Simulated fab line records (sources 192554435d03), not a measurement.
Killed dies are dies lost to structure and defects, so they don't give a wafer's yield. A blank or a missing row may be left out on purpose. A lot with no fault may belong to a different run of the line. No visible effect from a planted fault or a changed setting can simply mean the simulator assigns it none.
The tool behind it: which one?	flow n5Finfet	8 lots with 24 wafers sampled at 6 steps, on a route of 1938 steps

WHAT THE GAUGES READ, wafer by wafer
N5_BEOL_M0_OCD_MEAS_108. Usual: trenchDepthNm reads 32.8 nm (standard deviation 0.78).
lot	measured	on	trenchDepthNm (nm)	flag
L248	day 6 08:46	ocd-02	32.7 33.7 31.9	
L256	day 8 01:46	ocd-01	33.7 33.1 33.3	
L257	day 8 07:07	ocd-01	33.1 31.9 33.5	
L266	day 10 12:12	ocd-01	31.4 32.4 30.7	
L267	day 10 19:40	ocd-01	31.4 33.2 33.4	
L268	day 11 01:40	ocd-02	33.0 31.7 33.8	
L269	day 11 05:43	ocd-01	33.7 33.0 32.9	
L270	day 11 09:49	ocd-01	33.3 33.4 32.6	

N5_BEOL_M4_RC_MEAS_101. Usual: DIBL_N 35.9 mV/V, standard deviation 1.7; DIBL_P 36.0 mV/V, standard deviation 2.2; IOFF_N 0.16 nA/um, standard deviation 0.031; IOFF_P 0.21 nA/um, standard deviation 0.039; ION_N 678 uA/um, standard deviation 13; ION_P 464 uA/um, standard deviation 8.8; SS_N 71.5 mV/dec, standard deviation 0.61; SS_P 73.2 mV/dec, standard deviation 0.68; VT_N 249 mV, standard deviation 3.3; VT_P -250 mV, standard deviation 3.8.
lot	measured	on	DIBL_N (mV/V)	DIBL_P (mV/V)	IOFF_N (nA/um)	IOFF_P (nA/um)	ION_N (uA/um)	ION_P (uA/um)	SS_N (mV/dec)	SS_P (mV/dec)	VT_N (mV)	VT_P (mV)	flag
L248	day 8 07:40	prober-01	38.4 39.0 37.1	37.7 39.2 36.2	0.21 0.23 0.19	0.26 0.27 0.24	695 705 686	470 480 473	71.6 72.3 71.4	73.7 74.5 73.2	243 245 244	-247 -246 -247	
L266	day 12 17:44	prober-02	35.3 36.2 34.4	33.9 35.6 33.5	0.13 0.14 0.12	0.17 0.19 0.16	651 677 655	447 465 452	71.1 71.7 71.4	72.2 73.0 72.7	255 252 255	-254 -251 -252	
L267	day 12 21:04	prober-02	34.2 32.8 36.7	33.5 31.1 37.7	0.12 0.10 0.16	0.15 0.13 0.21	660 657 677	455 450 460	70.2 71.3 71.0	72.6 72.6 73.4	254 257 249	-254 -257 -254	
L268	day 13 06:49	prober-02	37.5 34.6 35.9	37.3 33.9 35.3	0.19 0.14 0.16	0.28 0.22 0.23	692 679 678	472 477 470	72.1 70.7 71.8	74.0 72.9 72.9	246 251 248	-244 -246 -247	
L269	day 13 22:55	prober-02	32.6 34.8 34.6	34.7 36.8 36.9	0.13 0.17 0.16	0.21 0.23 0.25	678 685 674	471 472 466	71.6 72.3 72.4	72.8 73.4 74.2	253 249 251	-248 -250 -248	
L270	day 14 02:04	prober-02	34.9 38.4 34.8	33.1 38.7 33.7	0.13 0.20 0.13	0.17 0.25 0.17	681 688 690	462 463 465	71.8 72.1 70.8	73.0 73.7 72.6	251 245 250	-252 -249 -254	

WHAT TOOL EACH LOT RAN ON (gives the tool, then ch and the chambers of the sampled wafers, and finally the start)
lot	N5_BEOL_M0_TRENCH_ETCH_107	N5_BEOL_M0_STRIP_142	N5_BEOL_M0_ALD_136	N5_BEOL_M0_CMP_120
L248	rieDiel-06 ch 2,3, day 6 08:40	rieDiel-06 ch 2,3, day 6 08:41	aldMetal-03 ch 1,2,3, day 6 09:53	cmp-03 ch 0,1,2, day 6 11:34
L256	rieDiel-02 ch 0,2,3, day 8 01:38	rieDiel-02 ch 0,2,3, day 8 01:40	aldMetal-02 ch 0,1, day 8 03:21	cmp-02 ch 0,1,2, day 8 04:46
L257	rieDiel-05 ch 2,3, day 8 07:01	rieDiel-05 ch 2,3, day 8 07:02	aldMetal-03 ch 1,2,3, day 8 08:39	cmp-03 ch 0,1,2, day 8 10:13
L266	rieDiel-05 ch 2,3, day 10 12:05	rieDiel-05 ch 2,3, day 10 12:07	aldMetal-01 ch 0,1,2, day 10 13:04	cmp-04 ch 1,2,3, day 10 16:10
L267	rieDiel-06 ch 1,2,3, day 10 19:33	rieDiel-06 ch 1,2,3, day 10 19:35	aldMetal-01 ch 0,1,2, day 10 22:10	cmp-03 ch 1,2,3, day 11 00:14
L268	rieDiel-06 ch 1,2,3, day 11 01:33	rieDiel-06 ch 1,2,3, day 11 01:35	aldMetal-02 ch 0,1,3, day 11 02:17	cmp-03 ch 1,2,3, day 11 05:24
L269	rieDiel-06 ch 0,1,2, day 11 05:37	rieDiel-06 ch 0,1,2, day 11 05:38	aldMetal-01 ch 0,1, day 11 06:44	cmp-03 ch 0,1, day 11 08:26
L270	rieDiel-05 ch 0,1,2, day 11 09:43	rieDiel-05 ch 0,1,2, day 11 09:44	aldMetal-02 ch 0,1,2, day 11 11:55	cmp-04 ch 0,3, day 11 13:43
- N5_BEOL_M0_TRENCH_ETCH_107: etches SiOC in C4F6/O2, target depth 32.8 nm, time 16.4 s.
- N5_BEOL_M0_STRIP_142: strips in N2/H2, time 10 s.
- N5_BEOL_M0_ALD_136: deposits TaN, pulse time 2 s, purge time 3 s, co reactant purge time 2 s.
- N5_BEOL_M0_CMP_120: polishes, stops on SiOC, t overpolish 6.9 s.

WHAT THE TOOLS THEMSELVES READ (means of the sampled wafers that have a number; where no wafer has one, the mark that the record gives instead)
N5_BEOL_M0_TRENCH_ETCH_107. Usual: chamberPressureMTorr 29.998 mTorr, standard deviation 0.03; drypumpMotorCurrentA 5.9 A, standard deviation 0.55; mfcArSccm 299.9 sccm, standard deviation 0.89; oes_o_777_au 0.81 a.u., standard deviation 0.09; oesProductAu 0.80 a.u., standard deviation 0.094; rfVppV 658 V, standard deviation 11; showerheadPlenumPTorr 2.81 Torr, standard deviation 0.084; throttleValvePct 20.82 %, standard deviation 0.27.
lot	tool	chamberPressureMTorr (mTorr)	drypumpMotorCurrentA (A)	mfcArSccm (sccm)	oes_o_777_au (a.u.)	oesProductAu (a.u.)	rfVppV (V)	showerheadPlenumPTorr (Torr)	throttleValvePct (%)	flag
L248	rieDiel-06	29.995	6.3	300.1	0.83	0.82	654	2.91	20.92	
L256	rieDiel-02	29.987	5.7	300.5	0.81	0.80	660	2.80	20.91	
L257	rieDiel-05	29.974	6.0	299.3	0.76	0.75	674	2.81	20.72	
L266	rieDiel-05	30.022	5.5	299.9	0.76	0.76	669	2.79	20.60	
L267	rieDiel-06	30.007	6.2	300.0	0.85	0.83	656	2.92	20.82	
L268	rieDiel-06	29.995	6.2	299.0	0.84	0.84	655	2.92	20.82	
L269	rieDiel-06	30.019	5.7	300.0	0.84	0.83	653	2.83	20.91	
L270	rieDiel-05	30.006	6.3	300.2	0.78	0.77	666	2.77	20.80	

N5_BEOL_M0_STRIP_142. Usual: for chamberPressureMTorr, 20.004 mTorr with a standard deviation of 0.021; for drypumpMotorCurrentA, 5.9 A with a standard deviation of 0.55; for h2FlowSccm, 200.0 sccm with a standard deviation of 0.58; for oesProductAu, 0.80 a.u. with a standard deviation of 0.095; for rfVppV, 59.0 V with a standard deviation of 0.89; for showerheadPlenumPTorr, 2.50 Torr with a standard deviation of 0.08; for throttleValvePct, 23.6 % with a standard deviation of 0.46.
lot	tool	chamberPressureMTorr (mTorr)	drypumpMotorCurrentA (A)	h2FlowSccm (sccm)	oesProductAu (a.u.)	rfVppV (V)	showerheadPlenumPTorr (Torr)	throttleValvePct (%)	flag
L248	rieDiel-06	19.999	6.4	200.2	0.82	58.8	2.60	23.9	
L256	rieDiel-02	19.986	5.8	199.9	0.79	58.6	2.50	23.9	
L257	rieDiel-05	20.011	6.0	199.7	0.76	59.4	2.50	23.6	
L266	rieDiel-05	20.017	5.5	200.1	0.77	58.7	2.48	23.3	
L267	rieDiel-06	19.998	6.2	199.9	0.84	59.8	2.60	23.6	
L268	rieDiel-06	20.014	6.2	200.5	0.84	59.0	2.60	23.5	
L269	rieDiel-06	19.991	5.7	199.9	0.84	58.9	2.52	23.6	
L270	rieDiel-05	19.997	6.3	200.3	0.76	58.9	2.47	23.5	

N5_BEOL_M0_ALD_136. Usual: chamberPressureTorr 3.000 Torr, standard deviation 0.0071; heaterPowerW 413 W, standard deviation 38; precursorVesselCarrierSccm 999.5 sccm, standard deviation 2.8.
lot	tool	chamberPressureTorr (Torr)	heaterPowerW (W)	precursorVesselCarrierSccm (sccm)	flag
L248	aldMetal-03	2.997	412	999.7	
L256	aldMetal-02	-	-	-	OFF
L257	aldMetal-03	-	-	-	OFF
L266	aldMetal-01	2.995	423	999.8	
L267	aldMetal-01	2.994	431	995.7	
L268	aldMetal-02	2.999	395	1000.4	
L269	aldMetal-01	2.997	386	1001.5	
L270	aldMetal-02	3.000	413	998.9	

N5_BEOL_M0_CMP_120. Usual: barrierFieldEndpointS 3.69 s, standard deviation 0.13; motorCurrentA 6.0 A, standard deviation 0.69; slurryFlowMlMin 149.9, standard deviation 0.45.
lot	tool	barrierFieldEndpointS (s)	motorCurrentA (A)	slurryFlowMlMin	flag
L248	cmp-03	3.82	6.0	149.8	
L256	cmp-02	1.75	5.8	150.0	OFF
L257	cmp-03	1.86	5.9	149.9	OFF
L266	cmp-04	3.77	5.6	150.0	
L267	cmp-03	3.61	6.2	150.0	
L268	cmp-03	3.67	6.4	150.1	
L269	cmp-03	3.66	5.9	149.3	
L270	cmp-04	3.80	5.5	149.4	

THE ANSWER, worked out from the rows above alone
Rule: take the mean of a lot's wafers that have a number; if it is more than 3 standard deviations from the usual mean, the lot is off. Also off: a lot with no number at a reading for which 4 or more lots have one. Where the step has rows for the other lots, those lots are counted as sound. After the gauges, taken in route order, come the tools' own readings; for these a lot's mean is taken, as printed above. The first step at which some lot is off is used, and at that step the reading that is off furthest; a lot without a number counts as furthest.
Off at N5_BEOL_M0_ALD_136 (chamberPressureTorr): L256, L257. Without a number there: L256, L257.
A tool fits if, at that step or a process step before it, it ran every lot that is off, and no sound lot after the first of them. None of those tried fits.

WHAT THE SIMULATOR HAD INSERTED
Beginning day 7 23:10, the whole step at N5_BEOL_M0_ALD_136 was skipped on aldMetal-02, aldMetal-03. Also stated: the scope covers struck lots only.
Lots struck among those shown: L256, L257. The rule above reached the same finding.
